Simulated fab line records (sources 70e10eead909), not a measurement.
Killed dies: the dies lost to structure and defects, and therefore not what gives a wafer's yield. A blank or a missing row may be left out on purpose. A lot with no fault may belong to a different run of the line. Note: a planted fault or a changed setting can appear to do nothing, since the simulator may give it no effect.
Chamber matching + flow nand harc + cmp-04 running NHARC_A_STAIRCASE_CMP_472: 4 sister chambers
The step polishes SiO2. 8 wafers are shown with their chamber, then 10 later ones without.

WAFERS PAIRED WITH THEIR CHAMBERS
| wafer  | chamber | motor current A (A) |
|--------|---------|---------------------|
| L077.4 | 2       | 11.1                |
| L085.1 | 3       | 13.2                |
| L085.4 | 2       | 11.3                |
| L085.5 | 3       | 13.2                |
| L085.3 | 1       | 10.2                |
| L085.6 | 0       | 12.8                |
| L087.3 | 0       | 12.8                |
| L087.4 | 1       | 10.8                |

WAFERS WITH NO CHAMBER GIVEN
| wafer  | motor current A (A) |
|--------|---------------------|
| L087.6 | 13.0                |
| L089.1 | 12.9                |
| L089.2 | 10.5                |
| L089.4 | 13.5                |
| L089.3 | 11.4                |
| L089.5 | 10.6                |
| L089.6 | 10.7                |
| L095.2 | 13.0                |
| L095.4 | 10.6                |
| L095.6 | 11.4                |

CHAMBER TAKEN BY EACH
| wafer  | from the rows above     | in truth |
|--------|-------------------------|----------|
| L087.6 | can't be placed: 0 or 3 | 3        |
| L089.1 | can't be placed: 0 or 3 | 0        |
| L089.2 | 1                       | 1        |
| L089.4 | can't be placed: 3 or 0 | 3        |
| L089.3 | 2                       | 2        |
| L089.5 | 1                       | 1        |
| L089.6 | can't be placed: 1 or 2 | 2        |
| L095.2 | can't be placed: 0 or 3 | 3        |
| L095.4 | 1                       | 1        |
| L095.6 | 2                       | 2        |
Placed correctly: 5 of 10. Cannot be placed on the basis of these rows: 5; the candidates contain the true chamber in 5. 0 placed wrongly.
How it was worked out, from the rows above alone: a wafer's distance from a chamber is the root of the sum, over the readings, of the square of ((its reading less the chamber's mean) divided by the reading's scatter). If the next closest chamber is less than 2 further off than the closest, the wafer can't be placed; otherwise it belongs to the closest. A chamber's mean is the mean of its shown wafers. The scatter is the square root of a quotient: the sum, over the shown wafers, of each reading's squared deviation from its chamber's mean, divided by wafers minus chambers.
